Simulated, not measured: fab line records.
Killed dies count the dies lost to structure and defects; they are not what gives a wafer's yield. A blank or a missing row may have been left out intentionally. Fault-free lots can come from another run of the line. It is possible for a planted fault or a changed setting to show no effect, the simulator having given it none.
A lot that was struck, set against a sound lot / flow nand harc / 13 steps out of a route of 1159
Sound: wafers L326.1, L326.5, L326.6. Struck: wafer L336.4 (L336.1, L336.6, from the same lot, were not struck and are left out); the cause is given at the end.
Each step with rows lists, per side, the tool, then ch with its chambers, then its first start. Under that, the readings that differ: sound wafers / struck wafers / difference of the means / sigmas: that difference in standard deviations of wafers without a fault.
alike: readings whose means differ by less than 2 such deviations, and words and numbers that are the same on both sides. not compared: withheld readings, readings that some wafer has no value for, bounds like >300 that may hide the same value, and numbers for which the record gives no deviation and whose values overlap.
The two part at a step that has a row with sigmas, a row that says differs or no value, or rows on one side only. When numbers do not overlap yet have no deviation, they are printed without sigmas and do not part them. Lack of a reading on every wafer of one side parts them only where that side has two or more wafers.

NHARC_A_WL_FILL_ALD_02: deposits TiN, target thk 2 nm, pulse time 3 s, ald cycles 100.
  sound on ald metal-04 ch 0,1,2, day 17 15:32; struck on ald metal-04 ch 2, day 20 12:40
  alike: heater power w, precursor pulse height rel
  not compared: since wet clean h
NHARC_A_WL_FILL_CVD_03: deposits W, target thk 40 nm, time 3302 s.
  sound on cvd w-01 ch 0,1, day 17 20:54; struck on cvd w-01 ch 0, day 20 18:37
  alike: chamber pressure Torr, heater power w, mfc h2 sccm, throttle valve pct
  not compared: since wet clean h
then, 1 step without rows for these wafers: NHARC_A_WL_FILL_ETCHBACK_04 (etches the open film in NF3, target depth 60 nm, time 120 s).
NHARC_A_WL_FILL_ETCHBACK_05: etches the open film in Cl2/BCl3, target depth 22 nm, time 60 s.
  sound on rie metal-02 ch 0,1, day 18 00:01; struck on rie metal-01 ch 1, day 20 21:43
  alike: drypump motor current A, oes product au
  not compared: rf hours counter h
NHARC_A_WL_FILL_STRIP_27: strips in N2/H2, time 20 s.
  sound on plasma asher-02 ch 0,1, day 18 00:10; struck on plasma asher-01 ch 0, day 20 21:55
  alike: drypump motor current A, heater power w
  not compared: rf hours counter h
then, 4 steps without rows for these wafers: NHARC_A_WL_FILL_STRIP_28 (strips in post etch residue remover, time 1200 s); NHARC_A_WL_FILL_PRECLEAN_06 (cleans in DIW, time 300 s); NHARC_A_WL_FILL_SRD_07; NHARC_A_WL_FILL_ANNEAL_08 (time 1800 s).
NHARC_A_WL_FILL_ALD_10: deposits SiO2, target thk 50 nm, pulse time 10 s, ald cycles 500.
  sound on ald hk-01 ch 0,1,2, day 18 14:08; struck on ald hk-03 ch 3, day 21 04:51
  alike: heater power w, precursor pulse height rel
  not compared: since wet clean h
NHARC_A_WL_FILL_ETCHBACK_16: etches the open film in C4F8/O2/Ar, target depth 88 nm, time 17.6 s.
  sound on rie diel-08 ch 1,2, day 18 17:43; struck on rie diel-05 ch 0, day 21 07:58
reading=oes product au (a.u.); sound=1.01 1.00 1.00; struck=0.60; difference=-0.40; sigmas=-13
  alike: rf vpp V
  not compared: rf hours counter h
then, 1 step without rows for these wafers: NHARC_A_WL_FILL_STRIP_29 (strips in O2, time 20 s).
-- jump in the record: it breaks off in module A_WL_FILL and resumes in module END (first step shown: number 1159 of the route), and 4 days separate the struck wafers' starts before and after --
NHARC_END_SORT_01:
  the record has rows for the struck wafers here (prober-02 ch 0, day 25 03:49) and none for the sound ones

## WHERE THEY PART
Last at NHARC_END_SORT_01 as far as this record goes, first at NHARC_A_WL_FILL_ETCHBACK_16.

WHY: what the simulator had put in
rie diel-05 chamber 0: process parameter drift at NHARC_A_WL_FILL_ETCHBACK_16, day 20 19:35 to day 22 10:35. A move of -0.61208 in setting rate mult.
